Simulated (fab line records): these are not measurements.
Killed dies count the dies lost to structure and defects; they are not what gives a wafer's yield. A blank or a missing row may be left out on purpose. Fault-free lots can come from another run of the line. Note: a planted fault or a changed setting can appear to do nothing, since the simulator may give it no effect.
Matching of chambers    flow n5Finfet    pecvd-02 running N5_PMOS_HMC_CHANNEL_EPI_HM_DEP_34: 3 sister chambers
The step deposits SiO2 from TEOS/O2, target thk 36 nm, time 6.9 s. 14 wafers are shown with their chamber, then 7 later ones without.

WAFERS WITH THEIR CHAMBER
wafer   chamber  throttleValvePct (%)  showerheadPlenumPTorr (Torr)  heaterPowerW (W)
L078.2  2        17.6                  8.39                          598
L078.4  0        18.7                  8.34                          733
L078.6  2        17.8                  8.35                          591
L081.1  2        17.3                  8.38                          603
L081.4  2        17.2                  8.37                          633
L081.5  0        18.8                  8.32                          718
L082.1  0        18.9                  8.32                          611
L082.5  0        18.7                  8.35                          615
L082.6  2        17.3                  8.39                          667
L084.1  0        18.9                  8.33                          730
L084.2  2        17.4                  8.37                          754
L084.4  1        18.8                  8.38                          643
L085.4  1        19.1                  8.38                          580
L085.5  0        18.9                  8.36                          658

SIGNATURES (means of the wafers above)
reading                chamber 0  chamber 1  chamber 2  scatter within a chamber
throttleValvePct       18.817     18.950     17.433     0.178
showerheadPlenumPTorr  8.3367     8.3800     8.3750     0.015
heaterPowerW           677.50     611.50     641.00     58.4
Rule: a wafer's distance from a chamber is the root of the sum, over the readings, of the square of ((its reading less the chamber's mean) divided by the reading's scatter). The wafer belongs to the nearest chamber; if the next one is less than 2 further off, it can't be placed. The scatter: take each reading less its chamber's mean, square it, sum over the shown wafers, divide by the number of wafers less the number of chambers, and take the root.

WAFERS WITH NO CHAMBER GIVEN
wafer   throttleValvePct (%)  showerheadPlenumPTorr (Torr)  heaterPowerW (W)
L085.6  17.2                  8.36                          726
L087.3  17.5                  8.37                          627
L087.5  17.5                  8.37                          623
L087.6  19.0                  8.34                          687
L089.3  17.3                  8.36                          748
L089.5  17.2                  8.36                          748
L089.6  18.6                  8.37                          555

THE CHAMBER EACH PASSED THROUGH
wafer   from the rows above      in truth
L085.6  2                        2
L087.3  2                        2
L087.5  2                        2
L087.6  can't be placed: 0 or 1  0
L089.3  2                        2
L089.5  2                        2
L089.6  can't be placed: 1 or 0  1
5 of 7 placed correctly. From these rows, 2 cannot be placed; in 2 the true chamber is one of the candidates. Placed wrongly: 0.
